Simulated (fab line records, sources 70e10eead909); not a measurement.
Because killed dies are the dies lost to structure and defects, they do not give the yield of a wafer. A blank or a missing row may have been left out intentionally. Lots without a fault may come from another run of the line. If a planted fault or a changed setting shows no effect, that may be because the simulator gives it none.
Matching of chambers -- flow nand harc -- ald metal-01 running NHARC_A_WL_FILL_ALD_19: 4 sister chambers
The step deposits TiN, target thk 2 nm, pulse time 3 s, ald cycles 100. 8 wafers are shown with their chamber, then 11 later ones without.

## WAFERS WITH THEIR CHAMBER
wafer,chamber,heater power w (W),precursor pulse height rel
L081.5,2,1054,1.007
L085.2,1,961,0.975
L086.4,0,1118,0.993
L086.6,3,1158,0.995
L089.1,0,1101,1.012
L089.2,1,982,1.019
L089.4,2,1057,0.995
L091.1,3,1178,1.012

## WAFERS WITHOUT THEIR CHAMBER
wafer,heater power w (W),precursor pulse height rel
L091.4,1087,1.006
L091.5,1085,0.984
L093.1,956,1.004
L093.4,1165,0.994
L093.5,1055,1.011
L097.1,1099,1.031
L097.2,1014,1.003
L097.6,961,1.007
L096.1,999,1.012
L096.2,1149,0.973
L096.5,963,1.016

## CHAMBER TAKEN BY EACH
wafer,from the rows above,in truth
L091.4,can't be placed: 0 or 2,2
L091.5,can't be placed: 0 or 2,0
L093.1,1,1
L093.4,3,3
L093.5,2,2
L097.1,0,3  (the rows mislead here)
L097.2,can't be placed: 2 or 1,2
L097.6,1,1
L096.1,1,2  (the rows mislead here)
L096.2,can't be placed: 3 or 0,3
L096.5,1,1
Correctly placed: 5 of 11. Not placeable from these rows: 4 (in 4, the candidates include the true chamber). Wrongly placed: 2.
How it was worked out, from the rows above alone: a wafer's distance from a chamber is the root of the sum, over the readings, of the square of ((its reading less the chamber's mean) divided by the reading's scatter). The wafer belongs to the nearest chamber; if the next one is less than 2 further off, it can't be placed. A chamber's mean is the mean of its shown wafers. How the scatter is found: for the shown wafers, subtract from each reading the mean of its chamber, square and add these, divide the total by (wafers less chambers), then take the root.
